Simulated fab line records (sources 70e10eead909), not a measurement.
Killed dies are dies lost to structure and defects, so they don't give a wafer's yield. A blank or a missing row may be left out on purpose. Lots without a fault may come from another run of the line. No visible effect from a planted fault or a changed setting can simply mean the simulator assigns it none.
Which tool is to blame? | flow nand-harc | 9 lots with 27 wafers sampled at 2 steps, on a route of 1302 steps

== WHAT THE GAUGES SHOWED, per wafer ==
NHARC_A_CHANNEL_HOLE_D1_CD_MEAS_10: target cd 100 nm.
lot  | measured     | on        | cd-nm (nm)
L562 | day 8 08:59  | cd-sem-02 | 100.1 100.3 100.3
L563 | day 8 17:35  | cd-sem-03 | 99.9 100.1 99.8
L568 | day 10 23:08 | cd-sem-02 | 100.4 100.1 100.0
L569 | day 11 07:00 | cd-sem-01 | 100.7 100.3 100.4
L570 | day 12 00:57 | cd-sem-02 | 100.0 100.2 100.6
L579 | day 15 05:31 | cd-sem-02 | 100.3 100.0 100.5
L581 | day 16 11:28 | cd-sem-01 | 100.3 114.9 100.6
L583 | day 17 00:07 | cd-sem-03 | 114.8 100.1 114.6
L585 | day 18 07:47 | cd-sem-03 | 100.0 99.8 100.0

== WHICH TOOL RAN EACH LOT (tool, then ch and the chambers of the sampled wafers, then the start) ==
lot  | NHARC_A_CHANNEL_HOLE_D1_PEB_08
L562 | litho-track-06 ch 0, day 8 08:54
L563 | litho-track-01 ch 0, day 8 17:31
L568 | litho-track-01 ch 0, day 10 23:04
L569 | litho-track-04 ch 0, day 11 06:55
L570 | litho-track-01 ch 0, day 12 00:52
L579 | litho-track-06 ch 0, day 15 05:26
L581 | litho-track-01 ch 0, day 16 11:23
L583 | litho-track-01 ch 0, day 17 00:02
L585 | litho-track-04 ch 0, day 18 07:43
- NHARC_A_CHANNEL_HOLE_D1_PEB_08: peb time 65 s.

== THE ANSWER, worked out from the rows above alone ==
Rule: usual is defined by the lots themselves. Put in order of their means at a reading, lots are off if they are a third of the lots or fewer, leave a main group of 4 or more, and stand apart from it by a gap of 3 or more times the standard deviation of the main group's means; of several such gaps the widest counts. The tables above print the reading to a certain number of digits; a main group whose means all agree to those digits is not used. A lot without any number at a reading at which 4 lots or more have one is off too. All remaining lots with rows at the step are treated as sound.
Off, at NHARC_A_CHANNEL_HOLE_D1_CD_MEAS_10 on cd-nm: L581, L583. For the main group the mean is 100.2 nm and the standard deviation 0.18.
A tool fits if, at a process step before that reading, it ran every lot that is off, and no sound lot after the first of them. Those tools and the gauges at NHARC_A_CHANNEL_HOLE_D1_CD_MEAS_10 are tried in the same way. One candidate fits, namely litho-track-01 at NHARC_A_CHANNEL_HOLE_D1_PEB_08. Its last sound lot is L570 (day 12 00:52), its first lot that is off L581 (day 16 11:23): a fault that began between those two fits.

== WHAT WAS PUT IN BY THE SIMULATOR ==
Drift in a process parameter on litho-track-01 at NHARC_A_CHANNEL_HOLE_D1_PEB_08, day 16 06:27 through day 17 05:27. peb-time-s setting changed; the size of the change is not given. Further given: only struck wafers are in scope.
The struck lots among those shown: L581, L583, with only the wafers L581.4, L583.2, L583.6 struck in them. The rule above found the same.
